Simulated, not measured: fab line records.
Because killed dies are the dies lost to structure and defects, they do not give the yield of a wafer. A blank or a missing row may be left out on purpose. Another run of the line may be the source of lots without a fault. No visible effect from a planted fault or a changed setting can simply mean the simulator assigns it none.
Matching of chambers | flow n5_finfet | N5_MOL_CONTACT_COAG_CMP_23 on cmp-01 has 4 sister chambers
The step polishes, stops on SiO2, t overpolish 1.5 s, target thk 0 nm. 14 wafers are shown with their chamber, then 7 later ones without.

## WAFERS WITH THEIR CHAMBER
wafer  | chamber | motor_current_A (A) | time_to_endpoint_s (s) | overpolish_run_s (s)
L834.1 | 3       | 8.6                 | 9.4                    | 1.505
L834.4 | 0       | 6.9                 | 6.8                    | 1.479
L834.6 | 1       | 8.0                 | 3.7                    | 1.504
L835.3 | 3       | 8.5                 | 10.7                   | 1.512
L835.5 | 3       | 8.7                 | 8.9                    | 1.504
L835.6 | 2       | 8.6                 | 7.2                    | 1.483
L836.1 | 2       | 9.3                 | 7.7                    | 1.507
L836.2 | 3       | 8.6                 | 12.3                   | 1.495
L836.6 | 3       | 8.9                 | 8.3                    | 1.509
L838.2 | 2       | 8.7                 | 8.1                    | 1.494
L838.4 | 1       | 7.9                 | 6.3                    | 1.525
L838.5 | 3       | 8.1                 | 9.6                    | 1.493
L841.3 | 0       | 7.3                 | 4.3                    | 1.505
L841.5 | 0       | 7.0                 | 7.5                    | 1.493

SIGNATURES (averages over the wafers above)
reading            | chamber 0 | chamber 1 | chamber 2 | chamber 3 | scatter within a chamber
motor_current_A    | 7.067     | 7.950     | 8.867     | 8.567     | 0.27
time_to_endpoint_s | 6.200     | 5.000     | 7.667     | 9.867     | 1.4
overpolish_run_s   | 1.49233   | 1.51450   | 1.49467   | 1.50300   | 0.0106
Rule: distance of a wafer from a chamber = root of the sum over the readings of ((wafer's reading minus chamber's mean) / reading's scatter) squared. If the next closest chamber is less than 2 further off than the closest, the wafer can't be placed; otherwise it belongs to the closest. The scatter is the square root of a quotient: the sum, over the shown wafers, of each reading's squared deviation from its chamber's mean, divided by wafers minus chambers.

## WAFERS WITH NO CHAMBER GIVEN
wafer  | motor_current_A (A) | time_to_endpoint_s (s) | overpolish_run_s (s)
L841.6 | 8.6                 | 9.8                    | 1.504
L842.1 | 7.1                 | 6.6                    | 1.497
L842.3 | 8.6                 | 11.3                   | 1.492
L842.5 | 8.4                 | 12.9                   | 1.491
L851.1 | 7.0                 | 6.6                    | 1.505
L851.2 | 7.8                 | 7.2                    | 1.495
L851.4 | 8.1                 | 9.4                    | 1.517

## EACH ONE'S CHAMBER
wafer  | from the rows above               | in truth
L841.6 | can't be placed: 3 or 2           | 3
L842.1 | 0                                 | 0
L842.3 | can't be placed: 3 or 2           | 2
L842.5 | can't be placed: 3 or 2           | 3
L851.1 | 0                                 | 0
L851.2 | can't be placed: 1 or 0 or 3 or 2 | 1
L851.4 | can't be placed: 3 or 1 or 2      | 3
Correct placement for 2 of the 7. Not placeable from these rows: 5 (in 5, the candidates include the true chamber). Wrongly placed: 0.
